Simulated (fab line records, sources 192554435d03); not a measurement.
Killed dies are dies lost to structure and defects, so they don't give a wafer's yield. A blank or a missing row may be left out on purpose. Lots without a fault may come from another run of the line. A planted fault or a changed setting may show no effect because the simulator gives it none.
One fault seen from 2 desks | flow n5_finfet | each desk has only its own numbers; what lay behind them comes last

THE TOOL OWNER'S DESK: rie_diel-02
The tool's own readings at N5_FIN_CUT_ETCH_30 (etches underlayer in N2/H2, target depth 13 nm, time 10.4 s): means of the sampled wafers that have a number, for each lot that ran on this tool. A lot is out of limits, marked OUT, if its mean lies more than 4 standard deviations from the usual mean; the brackets give that distance.
Columns: A = bias_w at N5_FIN_CUT_ETCH_30, usual 150.0 W; B = drypump_motor_current_A at N5_FIN_CUT_ETCH_30, usual 5.8 A; C = etch_rf_on_time_s at N5_FIN_CUT_ETCH_30, usual 10.42 s; D = oes_product_au at N5_FIN_CUT_ETCH_30, usual 0.65 a.u.; E = rf_vpp_V at N5_FIN_CUT_ETCH_30, usual 523.7 V; F = showerhead_plenum_p_Torr at N5_FIN_CUT_ETCH_30, usual 2.54 Torr; G = throttle_valve_pct at N5_FIN_CUT_ETCH_30, usual 17.87 %
lot  | first seen here | A     | B   | C                | D    | E     | F    | G
L546 | day 3 20:23     | 149.7 | 5.8 | 11.47 (+7.0) OUT | 0.62 | 523.5 | 2.51 | 17.96
L558 | day 6 22:23     | 148.9 | 6.0 | 10.49            | 0.62 | 523.8 | 2.55 | 17.83
L559 | day 7 03:21     | 150.5 | 6.2 | 10.18            | 0.65 | 525.8 | 2.58 | 18.03
L560 | day 7 09:14     | 150.1 | 6.0 | 10.47            | 0.62 | 525.3 | 2.55 | 17.83
This desk's finding: out of limits on L546; first on L546, day 3 20:23 (etch_rf_on_time_s at N5_FIN_CUT_ETCH_30). In limits: L558, L559, L560.

THE METROLOGY DESK
What the gauges read, lot by lot, whatever tool the lot ran on: means of the sampled wafers that have a number. A lot is out of limits, marked OUT, if its mean lies more than 4 standard deviations from the usual mean; the brackets give that distance. Of its 11 readings 7 are shown: those that lie furthest out on some lot.
Columns: A = DIBL_N at N5_BEOL_M4_RC_MEAS_101, usual 36.3 mV/V; B = DIBL_P at N5_BEOL_M4_RC_MEAS_101, usual 36.5 mV/V; C = IOFF_N at N5_BEOL_M4_RC_MEAS_101, usual 0.16 nA/um; D = ION_N at N5_BEOL_M4_RC_MEAS_101, usual 675 uA/um; E = SS_N at N5_BEOL_M4_RC_MEAS_101, usual 71.6 mV/dec; F = SS_P at N5_BEOL_M4_RC_MEAS_101, usual 73.3 mV/dec; G = VT_N at N5_BEOL_M4_RC_MEAS_101, usual 249 mV
lot  | first seen here | A    | B    | C    | D   | E    | F    | G
L541 | day 2 14:58     | 36.4 | 36.9 | 0.15 | 673 | 71.3 | 73.4 | 250
L546 | day 3 20:13     | 34.0 | 33.3 | 0.11 | 663 | 70.6 | 71.8 | 254
L554 | day 5 21:49     | 38.1 | 37.4 | 0.19 | 679 | 72.2 | 73.6 | 248
L555 | day 6 03:26     | 38.3 | 37.7 | 0.16 | 667 | 72.4 | 73.9 | 251
L558 | day 6 21:45     | 37.0 | 36.3 | 0.16 | 669 | 71.6 | 73.1 | 252
L559 | day 7 03:11     | 34.3 | 33.9 | 0.14 | 677 | 71.5 | 73.2 | 249
L560 | day 7 09:05     | 38.6 | 39.2 | 0.24 | 700 | 72.6 | 74.2 | 243
L561 | day 7 15:16     | 37.0 | 36.1 | 0.15 | 671 | 71.6 | 74.0 | 250
L562 | day 7 20:28     | 35.4 | 36.6 | 0.16 | 675 | 71.7 | 73.7 | 249
This desk's finding: nothing out of limits on any of the 9 lots.

PUT TOGETHER
The tool owner's desk could have raised an alarm at day 3 20:23, on L546.
The metrology desk saw nothing out of limits.
The metrology desk has L546 on record, within its limits.
Of the lots named, all ran N5_FIN_CUT_ETCH_30 on rie_diel-02.

WHAT THE SIMULATOR HAD PUT IN
Process parameter drift: rie_diel-02, from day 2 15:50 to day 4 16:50, at N5_FIN_CUT_ETCH_30. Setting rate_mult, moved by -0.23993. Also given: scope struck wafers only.
Lots struck among those shown: L546.
Hours from the fault's start to each desk's first reading out of limits: the tool owner's desk, 29.
